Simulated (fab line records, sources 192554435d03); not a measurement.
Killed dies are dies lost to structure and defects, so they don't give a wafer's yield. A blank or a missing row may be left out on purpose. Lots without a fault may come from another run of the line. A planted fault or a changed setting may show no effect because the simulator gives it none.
Split-lot experiment | flow n5_finfet | 7 lots, 21 wafers read, on a route of 1938 steps

THE SPLIT
At N5_PASSIVATION_EXPOSE_41 (exposes mask PASS OPEN, defocus 0 nm, target cd 40000 nm), the setting dose_mj was moved away from the recipe's 57.25 on 9 of the 21 wafers read, by -6.1% to +7.2%. The other wafers ran this setting at the recipe's value.

FROM THE SPLIT TO THE READING: what the file shows between them, 2 steps
- N5_PASSIVATION_DEVELOP_43: develop time 60 s (also split here: develop_time_s)
- N5_PASSIVATION_HARDBAKE_45: time 120 s

THE READING
cd_nm, in nm, at N5_PASSIVATION_CD_MEAS_44 (target cd 40000 nm). Fault-free wafers of this fab line usually give 40002 nm, standard deviation 4.8 nm.

wafer  | tool, chamber at the split | dose_mj as run | against the recipe | cd_nm, nm | against lot-mates on the recipe
L074.2 | krf_scanner-02, 0          | 55.76          | -2.6%              | 39992     | -16
L074.3 | krf_scanner-02, 0          | 57.25          | recipe             | 40008     | -
L074.5 | krf_scanner-02, 0          | 57.25          | recipe             | 40007     | -
L086.3 | krf_scanner-02, 0          | 57.25          | recipe             | 39998     | -
L086.5 | krf_scanner-02, 0          | 53.73          | -6.1%              | 39979     | -22
L086.6 | krf_scanner-02, 0          | 57.25          | recipe             | 40004     | -
L081.1 | krf_scanner-02, 0          | 57.25          | recipe             | 40006     | -
L081.2 | krf_scanner-02, 0          | 57.25          | recipe             | 40004     | -
L081.4 | krf_scanner-02, 0          | 57.25          | recipe             | 40000     | -
L090.2 | krf_scanner-01, 0          | 59.51          | +3.9%              | 40016     | +17
L090.3 | krf_scanner-01, 0          | 59.51          | +3.9%              | 40015     | +16
L090.6 | krf_scanner-01, 0          | 57.25          | recipe             | 39999     | -
L089.3 | krf_scanner-01, 0          | 57.25          | recipe             | 40010     | -
L089.4 | krf_scanner-01, 0          | 57.25          | recipe             | 40011     | -
L089.6 | krf_scanner-01, 0          | 61.38          | +7.2%              | 40037     | +26
L087.3 | krf_scanner-01, 0          | 55.89          | -2.4%              | 39996     | -4
L087.4 | krf_scanner-01, 0          | 57.25          | recipe             | 40000     | -
L087.5 | krf_scanner-01, 0          | 55.89          | -2.4%              | 39989     | -11
L093.3 | krf_scanner-02, 0          | 54.29          | -5.2%              | 39980     | -12
L093.4 | krf_scanner-02, 0          | 57.25          | recipe             | 39992     | -
L093.6 | krf_scanner-02, 0          | 54.29          | -5.2%              | 39976     | -16

THE FIT
A straight line over all 21 wafers: cd_nm changes by +4.29 nm for each +1% of dose_mj; r = +0.94; the points scatter about the line by 4.8 nm.
The same after taking each lot's own level away (the mean of its wafers on the recipe; 21 wafers): +3.54 nm for each +1%; r = +0.97; scatter 2.9 nm.
On that fit, the largest move of dose_mj shifts the reading by 26 nm.
The lots' own levels span 39992.0 to 40010.5 nm, that is 3.9 times the standard deviation above.
So the lot-to-lot level changes the slope: the two fits differ.
Check: with one of the wafers moved furthest among these (+7.2%) left out of the fit, the line predicts +25.7 nm for it against its lot-mates. It came out at +26.5 nm against them.

OTHER SPLITS ON THESE WAFERS
These wafers also went through other splits before the reading. Each is held against what the fit with the lots' levels taken away leaves over:
other split on the same wafers           | wafers away from the commonest value | r with cd_nm (lot level and that fit taken away)
N5_BEOL_M13_SPUTTER_44 power_w           | 6                                    | -0.03
N5_BEOL_M14_TRENCH_ETCH_34 time_s        | 9                                    | -0.19
N5_BEOL_M15_TRENCH_ETCH_34 time_s        | 5                                    | +0.03
N5_BEOL_M15_SPUTTER_45 power_w           | 2                                    | -0.39
N5_PASSIVATION_PECVD_01 time_s           | 9                                    | -0.40
N5_PASSIVATION_DEVELOP_43 develop_time_s | 4                                    | +0.26

THE FILE'S OWN FIT
cd_nm changes by +3.64 nm for each +1% of dose_mj, r = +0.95.
